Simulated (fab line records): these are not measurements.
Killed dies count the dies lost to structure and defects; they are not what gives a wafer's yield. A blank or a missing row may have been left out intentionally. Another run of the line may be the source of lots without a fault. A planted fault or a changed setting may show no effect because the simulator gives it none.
Which tool was responsible? || flow n5_finfet || Sampling: 10 lots, 30 wafers, 5 of 1938 route steps

## WHAT THE GAUGES READ, wafer by wafer
N5_BEOL_M4_RC_MEAS_101.
{"lot": "L141", "measured": "day 8 17:17", "on": "prober-01", "COMB_M2_max_site (S/m)": "8.6e-11 7.6e-11 8e-11", "DIBL_N (mV/V)": "37.9 37.5 35.9", "DIBL_P (mV/V)": "38.4 37.2 36.3", "IOFF_N (nA/um)": "0.208 0.182 0.166", "IOFF_P (nA/um)": "0.24 0.23 0.22", "ION_N (uA/um)": "696 671 688", "ION_P (uA/um)": "472 461 474", "SS_N (mV/dec)": "72.1 71.8 70.9", "SS_P (mV/dec)": "73.4 73.3 73.4", "VT_N (mV)": "245 247 247", "VT_P (mV)": "-247 -248 -249"}
{"lot": "L142", "measured": "day 9 02:08", "on": "prober-02", "COMB_M2_max_site (S/m)": "9.1e-11 6.6e-11 1.03e-10", "DIBL_N (mV/V)": "34.0 36.0 33.7", "DIBL_P (mV/V)": "33.8 37.2 33.5", "IOFF_N (nA/um)": "0.141 0.186 0.142", "IOFF_P (nA/um)": "0.19 0.26 0.19", "ION_N (uA/um)": "683 685 678", "ION_P (uA/um)": "462 468 465", "SS_N (mV/dec)": "71.2 71.9 70.4", "SS_P (mV/dec)": "72.1 73.3 72.3", "VT_N (mV)": "250 245 249", "VT_P (mV)": "-250 -246 -250"}
{"lot": "L146", "measured": "day 10 00:43", "on": "prober-01", "COMB_M2_max_site (S/m)": "7.8e-11 1.37e-10 7.1e-11", "DIBL_N (mV/V)": "36.2 37.4 35.3", "DIBL_P (mV/V)": "37.5 38.2 36.8", "IOFF_N (nA/um)": "0.178 0.200 0.169", "IOFF_P (nA/um)": "0.24 0.24 0.22", "ION_N (uA/um)": "685 684 686", "ION_P (uA/um)": "470 469 475", "SS_N (mV/dec)": "71.6 71.5 70.8", "SS_P (mV/dec)": "72.9 73.6 72.9", "VT_N (mV)": "246 245 247", "VT_P (mV)": "-247 -246 -250"}
{"lot": "L147", "measured": "day 10 01:29", "on": "prober-01", "COMB_M2_max_site (S/m)": "2.54e-10 5.7e-11 2.27e-10", "DIBL_N (mV/V)": "34.3 31.8 32.5", "DIBL_P (mV/V)": "34.2 31.0 31.7", "IOFF_N (nA/um)": "0.123 0.089 0.099", "IOFF_P (nA/um)": "0.16 0.13 0.13", "ION_N (uA/um)": "676 667 658", "ION_P (uA/um)": "456 460 453", "SS_N (mV/dec)": "71.0 70.7 70.8", "SS_P (mV/dec)": "73.0 72.3 71.9", "VT_N (mV)": "253 259 257", "VT_P (mV)": "-253 -258 -258"}
{"lot": "L153", "measured": "day 11 15:58", "on": "prober-02", "COMB_M2_max_site (S/m)": "6.9e-11 7.3e-11 1e-10", "DIBL_N (mV/V)": "40.4 35.7 37.5", "DIBL_P (mV/V)": "41.2 35.2 37.8", "IOFF_N (nA/um)": "0.250 0.151 0.180", "IOFF_P (nA/um)": "0.28 0.19 0.21", "ION_N (uA/um)": "700 672 685", "ION_P (uA/um)": "466 460 466", "SS_N (mV/dec)": "72.0 70.9 71.6", "SS_P (mV/dec)": "74.0 72.9 73.3", "VT_N (mV)": "243 250 250", "VT_P (mV)": "-248 -254 -252"}
{"lot": "L155", "measured": "day 11 20:23", "on": "prober-02", "COMB_M2_max_site (S/m)": "7.6e-11 9.7e-11 6.9e-11", "DIBL_N (mV/V)": "37.2 37.9 36.4", "DIBL_P (mV/V)": "36.8 38.4 36.6", "IOFF_N (nA/um)": "0.162 0.173 0.152", "IOFF_P (nA/um)": "0.21 0.23 0.21", "ION_N (uA/um)": "670 679 672", "ION_P (uA/um)": "459 462 456", "SS_N (mV/dec)": "71.5 71.5 72.0", "SS_P (mV/dec)": "73.0 73.5 72.5", "VT_N (mV)": "253 250 251", "VT_P (mV)": "-248 -249 -250"}
{"lot": "L154", "measured": "day 12 03:38", "on": "prober-02", "COMB_M2_max_site (S/m)": "8.5e-11 6.1e-11 7.8e-11", "DIBL_N (mV/V)": "34.9 35.6 35.3", "DIBL_P (mV/V)": "35.7 35.3 36.2", "IOFF_N (nA/um)": "0.146 0.153 0.148", "IOFF_P (nA/um)": "0.18 0.18 0.20", "ION_N (uA/um)": "680 667 676", "ION_P (uA/um)": "461 459 465", "SS_N (mV/dec)": "70.7 70.9 70.3", "SS_P (mV/dec)": "72.8 73.2 73.6", "VT_N (mV)": "249 250 250", "VT_P (mV)": "-250 -250 -252"}
{"lot": "L158", "measured": "day 13 05:15", "on": "prober-02", "COMB_M2_max_site (S/m)": "6.8e-11 8.1e-11 9e-11", "DIBL_N (mV/V)": "33.4 34.1 34.6", "DIBL_P (mV/V)": "34.3 34.8 35.3", "IOFF_N (nA/um)": "0.121 0.133 0.136", "IOFF_P (nA/um)": "0.14 0.15 0.15", "ION_N (uA/um)": "668 677 677", "ION_P (uA/um)": "450 455 456", "SS_N (mV/dec)": "71.4 71.6 71.7", "SS_P (mV/dec)": "72.9 72.9 72.8", "VT_N (mV)": "253 250 250", "VT_P (mV)": "-256 -257 -258"}
{"lot": "L159", "measured": "day 12 22:20", "on": "prober-01", "COMB_M2_max_site (S/m)": "8.9e-11 6e-11 7.3e-11", "DIBL_N (mV/V)": "34.8 36.9 36.3", "DIBL_P (mV/V)": "33.1 36.3 35.8", "IOFF_N (nA/um)": "0.112 0.160 0.146", "IOFF_P (nA/um)": "0.18 0.23 0.22", "ION_N (uA/um)": "654 682 679", "ION_P (uA/um)": "458 474 468", "SS_N (mV/dec)": "71.0 71.2 71.5", "SS_P (mV/dec)": "72.4 73.0 72.6", "VT_N (mV)": "255 248 250", "VT_P (mV)": "-251 -247 -249"}
{"lot": "L160", "measured": "day 13 17:22", "on": "prober-01", "COMB_M2_max_site (S/m)": "8.6e-11 1.18e-10 7.1e-11", "DIBL_N (mV/V)": "34.4 33.9 36.7", "DIBL_P (mV/V)": "34.9 34.4 37.3", "IOFF_N (nA/um)": "0.137 0.128 0.166", "IOFF_P (nA/um)": "0.18 0.18 0.21", "ION_N (uA/um)": "666 659 675", "ION_P (uA/um)": "456 456 459", "SS_N (mV/dec)": "71.0 71.1 71.2", "SS_P (mV/dec)": "72.7 72.4 73.2", "VT_N (mV)": "251 252 250", "VT_P (mV)": "-253 -255 -253"}

## WHAT TOOL EACH LOT RAN ON (gives the tool, then ch and the chambers of the sampled wafers, and finally the start)
{"lot": "L141", "N5_BEOL_M2_ALD_84": "ald_metal-04 ch 0,1,3, day 7 07:53", "N5_BEOL_M4_ANNEAL_91": "pvd_sputter-01, day 8 10:49", "N5_BEOL_M4_SPUTTER_92": "pvd_sputter-01, day 8 10:57", "N5_BEOL_M4_ANNEAL_51": "rtp_anneal-01 ch 0, day 8 14:34"}
{"lot": "L142", "N5_BEOL_M2_ALD_84": "ald_metal-02 ch 0,3, day 7 20:25", "N5_BEOL_M4_ANNEAL_91": "pvd_sputter-03, day 9 00:27", "N5_BEOL_M4_SPUTTER_92": "pvd_sputter-03, day 9 00:35", "N5_BEOL_M4_ANNEAL_51": "rtp_anneal-02 ch 0, day 9 01:14"}
{"lot": "L146", "N5_BEOL_M2_ALD_84": "ald_metal-02 ch 0,1,3, day 8 13:25", "N5_BEOL_M4_ANNEAL_91": "pvd_sputter-03, day 9 22:50", "N5_BEOL_M4_SPUTTER_92": "pvd_sputter-03, day 9 22:59", "N5_BEOL_M4_ANNEAL_51": "rtp_anneal-02 ch 0, day 9 23:40"}
{"lot": "L147", "N5_BEOL_M2_ALD_84": "ald_metal-02 ch 0,1, day 8 17:23", "N5_BEOL_M4_ANNEAL_91": "pvd_sputter-02, day 9 23:05", "N5_BEOL_M4_SPUTTER_92": "pvd_sputter-02, day 9 23:13", "N5_BEOL_M4_ANNEAL_51": "rtp_anneal-02 ch 0, day 9 23:53"}
{"lot": "L153", "N5_BEOL_M2_ALD_84": "ald_metal-02 ch 0,2,3, day 10 07:59", "N5_BEOL_M4_ANNEAL_91": "pvd_sputter-01, day 11 13:56", "N5_BEOL_M4_SPUTTER_92": "pvd_sputter-01, day 11 14:05", "N5_BEOL_M4_ANNEAL_51": "rtp_anneal-01 ch 0, day 11 14:57"}
{"lot": "L155", "N5_BEOL_M2_ALD_84": "ald_metal-04 ch 0,2,3, day 10 17:20", "N5_BEOL_M4_ANNEAL_91": "pvd_sputter-03, day 11 18:40", "N5_BEOL_M4_SPUTTER_92": "pvd_sputter-03, day 11 18:49", "N5_BEOL_M4_ANNEAL_51": "rtp_anneal-01 ch 0, day 11 19:29"}
{"lot": "L154", "N5_BEOL_M2_ALD_84": "ald_metal-04 ch 0,1,2, day 11 06:43", "N5_BEOL_M4_ANNEAL_91": "pvd_sputter-03, day 12 01:58", "N5_BEOL_M4_SPUTTER_92": "pvd_sputter-03, day 12 02:06", "N5_BEOL_M4_ANNEAL_51": "rtp_anneal-01 ch 0, day 12 02:44"}
{"lot": "L158", "N5_BEOL_M2_ALD_84": "ald_metal-04 ch 0,1,2, day 11 12:18", "N5_BEOL_M4_ANNEAL_91": "pvd_sputter-01, day 13 03:09", "N5_BEOL_M4_SPUTTER_92": "pvd_sputter-01, day 13 03:17", "N5_BEOL_M4_ANNEAL_51": "rtp_anneal-01 ch 0, day 13 04:01"}
{"lot": "L159", "N5_BEOL_M2_ALD_84": "ald_metal-04 ch 0,1,3, day 11 18:39", "N5_BEOL_M4_ANNEAL_91": "pvd_sputter-01, day 12 20:16", "N5_BEOL_M4_SPUTTER_92": "pvd_sputter-01, day 12 20:25", "N5_BEOL_M4_ANNEAL_51": "rtp_anneal-01 ch 0, day 12 21:13"}
{"lot": "L160", "N5_BEOL_M2_ALD_84": "ald_metal-01 ch 0,1,2, day 12 05:17", "N5_BEOL_M4_ANNEAL_91": "pvd_sputter-02, day 13 13:55", "N5_BEOL_M4_SPUTTER_92": "pvd_sputter-02, day 13 14:04", "N5_BEOL_M4_ANNEAL_51": "rtp_anneal-02 ch 0, day 13 15:04"}
- N5_BEOL_M2_ALD_84: deposits TaN, pulse time 2 s, purge time 3 s, co reactant purge time 2 s.
- N5_BEOL_M4_ANNEAL_91: time 240 s.
- N5_BEOL_M4_SPUTTER_92: material Cu, target thk 4.5 nm, time 8.29 s.
- N5_BEOL_M4_ANNEAL_51: time 90 s.

## AS READ BY THE TOOLS THEMSELVES (means over the sampled wafers that have a number; for cases with no such wafer, the mark the record gives instead)
N5_BEOL_M2_ALD_84.
{"lot": "L141", "tool": "ald_metal-04", "heater_power_w (W)": 424, "precursor_vessel_pressure_torr (Torr)": 26.23}
{"lot": "L142", "tool": "ald_metal-02", "heater_power_w (W)": 460, "precursor_vessel_pressure_torr (Torr)": 26.25}
{"lot": "L146", "tool": "ald_metal-02", "heater_power_w (W)": 439, "precursor_vessel_pressure_torr (Torr)": 26.23}
{"lot": "L147", "tool": "ald_metal-02", "heater_power_w (W)": 396, "precursor_vessel_pressure_torr (Torr)": 26.21}
{"lot": "L153", "tool": "ald_metal-02", "heater_power_w (W)": 460, "precursor_vessel_pressure_torr (Torr)": 26.26}
{"lot": "L155", "tool": "ald_metal-04", "heater_power_w (W)": 418, "precursor_vessel_pressure_torr (Torr)": 26.26}
{"lot": "L154", "tool": "ald_metal-04", "heater_power_w (W)": 422, "precursor_vessel_pressure_torr (Torr)": 26.20}
{"lot": "L158", "tool": "ald_metal-04", "heater_power_w (W)": 420, "precursor_vessel_pressure_torr (Torr)": 26.25}
{"lot": "L159", "tool": "ald_metal-04", "heater_power_w (W)": 423, "precursor_vessel_pressure_torr (Torr)": 26.24}
{"lot": "L160", "tool": "ald_metal-01", "heater_power_w (W)": 380, "precursor_vessel_pressure_torr (Torr)": 26.28}

N5_BEOL_M4_ANNEAL_91.
{"lot": "L141", "tool": "pvd_sputter-01", "heater_power_w (W)": 827}
{"lot": "L142", "tool": "pvd_sputter-03", "heater_power_w (W)": 866}
{"lot": "L146", "tool": "pvd_sputter-03", "heater_power_w (W)": 779}
{"lot": "L147", "tool": "pvd_sputter-02", "heater_power_w (W)": 960}
{"lot": "L153", "tool": "pvd_sputter-01", "heater_power_w (W)": 836}
{"lot": "L155", "tool": "pvd_sputter-03", "heater_power_w (W)": 778}
{"lot": "L154", "tool": "pvd_sputter-03", "heater_power_w (W)": 788}
{"lot": "L158", "tool": "pvd_sputter-01", "heater_power_w (W)": 782}
{"lot": "L159", "tool": "pvd_sputter-01", "heater_power_w (W)": 895}
{"lot": "L160", "tool": "pvd_sputter-02", "heater_power_w (W)": 870}

N5_BEOL_M4_SPUTTER_92.
{"lot": "L141", "tool": "pvd_sputter-01", "chamber_pressure_pa (Pa)": 0.07003, "substrate_temp_c (C)": -19.94, "throttle_valve_pct (%)": 30.0}
{"lot": "L142", "tool": "pvd_sputter-03", "chamber_pressure_pa (Pa)": 0.07004, "substrate_temp_c (C)": -19.96, "throttle_valve_pct (%)": 29.8}
{"lot": "L146", "tool": "pvd_sputter-03", "chamber_pressure_pa (Pa)": 0.07011, "substrate_temp_c (C)": -20.06, "throttle_valve_pct (%)": 30.6}
{"lot": "L147", "tool": "pvd_sputter-02", "chamber_pressure_pa (Pa)": 0.06999, "substrate_temp_c (C)": -20.09, "throttle_valve_pct (%)": 30.2}
{"lot": "L153", "tool": "pvd_sputter-01", "chamber_pressure_pa (Pa)": 0.06996, "substrate_temp_c (C)": -20.03, "throttle_valve_pct (%)": 31.2}
{"lot": "L155", "tool": "pvd_sputter-03", "chamber_pressure_pa (Pa)": 0.07004, "substrate_temp_c (C)": -19.96, "throttle_valve_pct (%)": 30.7}
{"lot": "L154", "tool": "pvd_sputter-03", "chamber_pressure_pa (Pa)": 0.06999, "substrate_temp_c (C)": -20.04, "throttle_valve_pct (%)": 29.6}
{"lot": "L158", "tool": "pvd_sputter-01", "chamber_pressure_pa (Pa)": 0.07013, "substrate_temp_c (C)": -20.15, "throttle_valve_pct (%)": 29.4}
{"lot": "L159", "tool": "pvd_sputter-01", "chamber_pressure_pa (Pa)": 0.06987, "substrate_temp_c (C)": -20.08, "throttle_valve_pct (%)": 31.6}
{"lot": "L160", "tool": "pvd_sputter-02", "chamber_pressure_pa (Pa)": 0.07019, "substrate_temp_c (C)": -19.92, "throttle_valve_pct (%)": 30.1}

N5_BEOL_M4_ANNEAL_51.
{"lot": "L141", "tool": "rtp_anneal-01", "wafer_temp_C_max": 225.49}
{"lot": "L142", "tool": "rtp_anneal-02", "wafer_temp_C_max": 225.80}
{"lot": "L146", "tool": "rtp_anneal-02", "wafer_temp_C_max": 225.85}
{"lot": "L147", "tool": "rtp_anneal-02", "wafer_temp_C_max": 225.89}
{"lot": "L153", "tool": "rtp_anneal-01", "wafer_temp_C_max": 225.80}
{"lot": "L155", "tool": "rtp_anneal-01", "wafer_temp_C_max": 225.58}
{"lot": "L154", "tool": "rtp_anneal-01", "wafer_temp_C_max": 225.69}
{"lot": "L158", "tool": "rtp_anneal-01", "wafer_temp_C_max": 225.51}
{"lot": "L159", "tool": "rtp_anneal-01", "wafer_temp_C_max": 225.58}
{"lot": "L160", "tool": "rtp_anneal-02", "wafer_temp_C_max": 225.82}

## THE ANSWER, worked out from the rows above alone
Rule: the usual values come from the lots themselves. Put in order of their means at a reading, lots are off if they are a third of the lots or fewer, leave a main group of 4 or more, and stand apart from it by a gap of 3 or more times the standard deviation of the main group's means; of several such gaps the widest counts. Not used: any main group whose means are identical at the precision the tables above print for the reading. Also off: a lot with no number at a reading for which 4 or more lots have one. The other lots that the step has rows for count as sound. First the gauges in route order, then the tools' own readings, where a lot's mean is used as printed above. At the first step where some lot is off, the reading lying furthest off is the one used; lots without a number count as furthest.
Off: L147, seen at N5_BEOL_M4_RC_MEAS_101 (COMB_M2_max_site). The main group: mean 8.3e-11 S/m, standard deviation 6.8e-12.
A tool fits if, at a process step before that reading, it ran every lot that is off, and no sound lot after the first of them. Those tools and the gauges at N5_BEOL_M4_RC_MEAS_101 are tried in the same way. Not one of the candidates tried fits.

## WHAT THE SIMULATOR HAD PUT IN
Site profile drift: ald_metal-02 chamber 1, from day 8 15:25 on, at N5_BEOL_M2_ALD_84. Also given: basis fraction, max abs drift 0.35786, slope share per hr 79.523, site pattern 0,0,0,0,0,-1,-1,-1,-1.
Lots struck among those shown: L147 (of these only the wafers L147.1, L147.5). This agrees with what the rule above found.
